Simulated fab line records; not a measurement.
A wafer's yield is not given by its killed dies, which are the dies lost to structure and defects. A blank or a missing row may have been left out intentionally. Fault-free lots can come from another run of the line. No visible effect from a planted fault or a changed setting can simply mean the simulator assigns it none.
Split-lot study :: flow n5-finfet :: on a route of 1938 steps: 7 lots, 39 wafers read

## THE SPLIT
At N5_BEOL_M2_ILD_DEP_00 (deposits SiOC from DEMS/O2, target thk 79 nm, time 15.3 s), the setting target-thk-a was moved away from the recipe's 790 angstrom on 12 of the 39 wafers read, by -55.5% to +44.7%. For the rest of the wafers, this setting stayed at what the recipe calls for.

Between the split and the reading, the file records no step.

## THE READING
Values of M2_ILD_THK in nm from N5_BEOL_M2_THK_MEAS_01. Typical for fault-free wafers on this fab line: 78.9 nm, with standard deviation 1.1 nm.

wafer: L075.1
tool, chamber at the split: pecvd-01, 0
target-thk-a as run, angstrom: 790
against the recipe: recipe
M2_ILD_THK, nm: 77.6
against lot-mates on the recipe: -

wafer: L075.3
tool, chamber at the split: pecvd-01, 1
target-thk-a as run, angstrom: 790
against the recipe: recipe
M2_ILD_THK, nm: 78.6
against lot-mates on the recipe: -

wafer: L075.5
tool, chamber at the split: pecvd-01, 2
target-thk-a as run, angstrom: 790
against the recipe: recipe
M2_ILD_THK, nm: 78.9
against lot-mates on the recipe: -

wafer: L077.1
tool, chamber at the split: pecvd-01, 0,1
target-thk-a as run, angstrom: 790
against the recipe: recipe
M2_ILD_THK, nm: 78.4
against lot-mates on the recipe: -

wafer: L077.2
tool, chamber at the split: pecvd-01, 2
target-thk-a as run, angstrom: 790
against the recipe: recipe
M2_ILD_THK, nm: 77.6
against lot-mates on the recipe: -

wafer: L077.3
tool, chamber at the split: pecvd-01, 0,1
target-thk-a as run, angstrom: 790
against the recipe: recipe
M2_ILD_THK, nm: 78.4
against lot-mates on the recipe: -

wafer: L077.4
tool, chamber at the split: pecvd-01, 0,1
target-thk-a as run, angstrom: 790
against the recipe: recipe
M2_ILD_THK, nm: 79.6
against lot-mates on the recipe: -

wafer: L077.5
tool, chamber at the split: pecvd-01, 2
target-thk-a as run, angstrom: 790
against the recipe: recipe
M2_ILD_THK, nm: 79.0
against lot-mates on the recipe: -

wafer: L077.6
tool, chamber at the split: pecvd-01, 0,1
target-thk-a as run, angstrom: 790
against the recipe: recipe
M2_ILD_THK, nm: 79.7
against lot-mates on the recipe: -

wafer: L078.1
tool, chamber at the split: pecvd-01, 2
target-thk-a as run, angstrom: 790
against the recipe: recipe
M2_ILD_THK, nm: 76.4
against lot-mates on the recipe: -

wafer: L078.2
tool, chamber at the split: pecvd-01, 1
target-thk-a as run, angstrom: 790
against the recipe: recipe
M2_ILD_THK, nm: 76.3
against lot-mates on the recipe: -

wafer: L078.3
tool, chamber at the split: pecvd-01, 0,2
target-thk-a as run, angstrom: 790
against the recipe: recipe
M2_ILD_THK, nm: 77.0
against lot-mates on the recipe: -

wafer: L078.4
tool, chamber at the split: pecvd-01, 1,0
target-thk-a as run, angstrom: 790
against the recipe: recipe
M2_ILD_THK, nm: 78.1
against lot-mates on the recipe: -

wafer: L078.5
tool, chamber at the split: pecvd-01, 1,0
target-thk-a as run, angstrom: 790
against the recipe: recipe
M2_ILD_THK, nm: 78.1
against lot-mates on the recipe: -

wafer: L078.6
tool, chamber at the split: pecvd-01, 0,2
target-thk-a as run, angstrom: 790
against the recipe: recipe
M2_ILD_THK, nm: 76.9
against lot-mates on the recipe: -

wafer: L085.1
tool, chamber at the split: pecvd-01, 1
target-thk-a as run, angstrom: 1041
against the recipe: +31.8%
M2_ILD_THK, nm: 104.3
against lot-mates on the recipe: +26.2

wafer: L085.2
tool, chamber at the split: pecvd-01, 0
target-thk-a as run, angstrom: 790
against the recipe: recipe
M2_ILD_THK, nm: 77.2
against lot-mates on the recipe: -

wafer: L085.3
tool, chamber at the split: pecvd-01, 2
target-thk-a as run, angstrom: 790
against the recipe: recipe
M2_ILD_THK, nm: 77.4
against lot-mates on the recipe: -

wafer: L085.4
tool, chamber at the split: pecvd-01, 0
target-thk-a as run, angstrom: 1041
against the recipe: +31.8%
M2_ILD_THK, nm: 105.2
against lot-mates on the recipe: +27.1

wafer: L085.5
tool, chamber at the split: pecvd-01, 2
target-thk-a as run, angstrom: 1041
against the recipe: +31.8%
M2_ILD_THK, nm: 104.6
against lot-mates on the recipe: +26.5

wafer: L085.6
tool, chamber at the split: pecvd-01, 1
target-thk-a as run, angstrom: 790
against the recipe: recipe
M2_ILD_THK, nm: 79.6
against lot-mates on the recipe: -

wafer: L094.1
tool, chamber at the split: pecvd-01, 2
target-thk-a as run, angstrom: 1037
against the recipe: +31.3%
M2_ILD_THK, nm: 103.5
against lot-mates on the recipe: +24.2

wafer: L094.2
tool, chamber at the split: pecvd-01, 1
target-thk-a as run, angstrom: 790
against the recipe: recipe
M2_ILD_THK, nm: 79.2
against lot-mates on the recipe: -

wafer: L094.3
tool, chamber at the split: pecvd-01, 0
target-thk-a as run, angstrom: 790
against the recipe: recipe
M2_ILD_THK, nm: 78.6
against lot-mates on the recipe: -

wafer: L094.4
tool, chamber at the split: pecvd-01, 0
target-thk-a as run, angstrom: 1037
against the recipe: +31.3%
M2_ILD_THK, nm: 106.5
against lot-mates on the recipe: +27.2

wafer: L094.5
tool, chamber at the split: pecvd-01, 2
target-thk-a as run, angstrom: 1037
against the recipe: +31.3%
M2_ILD_THK, nm: 104.8
against lot-mates on the recipe: +25.5

wafer: L094.6
tool, chamber at the split: pecvd-01, 1
target-thk-a as run, angstrom: 790
against the recipe: recipe
M2_ILD_THK, nm: 80.0
against lot-mates on the recipe: -

wafer: L095.1
tool, chamber at the split: pecvd-01, 0
target-thk-a as run, angstrom: 1143
against the recipe: +44.7%
M2_ILD_THK, nm: 113.1
against lot-mates on the recipe: +34.7

wafer: L095.2
tool, chamber at the split: pecvd-01, 2
target-thk-a as run, angstrom: 790
against the recipe: recipe
M2_ILD_THK, nm: 77.4
against lot-mates on the recipe: -

wafer: L095.3
tool, chamber at the split: pecvd-01, 1
target-thk-a as run, angstrom: 1143
against the recipe: +44.7%
M2_ILD_THK, nm: 113.3
against lot-mates on the recipe: +34.9

wafer: L095.4
tool, chamber at the split: pecvd-01, 0
target-thk-a as run, angstrom: 790
against the recipe: recipe
M2_ILD_THK, nm: 79.1
against lot-mates on the recipe: -

wafer: L095.5
tool, chamber at the split: pecvd-01, 2
target-thk-a as run, angstrom: 790
against the recipe: recipe
M2_ILD_THK, nm: 78.8
against lot-mates on the recipe: -

wafer: L095.6
tool, chamber at the split: pecvd-01, 1
target-thk-a as run, angstrom: 1143
against the recipe: +44.7%
M2_ILD_THK, nm: 114.9
against lot-mates on the recipe: +36.5

wafer: L096.1
tool, chamber at the split: pecvd-01, 1
target-thk-a as run, angstrom: 790
against the recipe: recipe
M2_ILD_THK, nm: 77.5
against lot-mates on the recipe: -

wafer: L096.2
tool, chamber at the split: pecvd-01, 2
target-thk-a as run, angstrom: 351.9
against the recipe: -55.5%
M2_ILD_THK, nm: 34.2
against lot-mates on the recipe: -44.2

wafer: L096.3
tool, chamber at the split: pecvd-01, 0
target-thk-a as run, angstrom: 351.9
against the recipe: -55.5%
M2_ILD_THK, nm: 34.6
against lot-mates on the recipe: -43.8

wafer: L096.4
tool, chamber at the split: pecvd-01, 2
target-thk-a as run, angstrom: 351.9
against the recipe: -55.5%
M2_ILD_THK, nm: 34.0
against lot-mates on the recipe: -44.4

wafer: L096.5
tool, chamber at the split: pecvd-01, 1
target-thk-a as run, angstrom: 790
against the recipe: recipe
M2_ILD_THK, nm: 78.2
against lot-mates on the recipe: -

wafer: L096.6
tool, chamber at the split: pecvd-01, 0
target-thk-a as run, angstrom: 790
against the recipe: recipe
M2_ILD_THK, nm: 79.4
against lot-mates on the recipe: -
The file does not say which wafer passed through which chamber wherever a row lists several chambers: such a row stands for several wafers.

THE FIT
A straight line over all 39 wafers: M2_ILD_THK changes by +0.806 nm for each +1% of target-thk-a; r = +1.00; the points scatter about the line by 1.1 nm.
The same after taking each lot's own level away (the mean of its wafers on the recipe; 39 wafers): +0.803 nm for each +1%; r = +1.00; scatter 0.87 nm.
Per that fit: largest target-thk-a move, reading shift of 45 nm.
Across the lots, their own levels run from 77.13 to 79.27 nm, a range of 1.9 times the standard deviation given above.
The two slopes agree, so the slope changes little with the lot-to-lot level.
Check: with one of the wafers moved furthest among these (-55.5%) left out of the fit, the line predicts -44.5 nm for it against its lot-mates. Against them it came out at -44.2 nm.

## FURTHER SPLITS ON THESE WAFERS
These wafers also went through other splits before the reading. Each is held against what the fit with the lots' levels taken away leaves over:
other split on the same wafers: N5_MOL_CONTACT_COAG_ETCHBACK_136 target-depth-a
wafers away from the commonest value: 12
r with M2_ILD_THK (lot level and that fit taken away): +0.22

## THE WHOLE CHAIN: every reading that the file lists as answering this split, in the file's order
step: N5_BEOL_M2_ILD_DEP_00
what it does: deposits SiOC from DEMS/O2, target thk 79 nm, time 15.3 s
reading: SiOC_of_BEOL_M2_ILD_DEP_00.thk-nm (the simulator's own value, which no gauge read)
change (the file's fit): +0.803 nm for each +1% of the setting
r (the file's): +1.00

step: N5_BEOL_M2_THK_MEAS_01
what it does: 
reading: M2_ILD_THK
change (the file's fit): +0.803 for each +1% of the setting
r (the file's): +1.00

## THE FILE'S OWN FIT
M2_ILD_THK changes by +0.803 nm for each +1% of target-thk-a, r = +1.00.
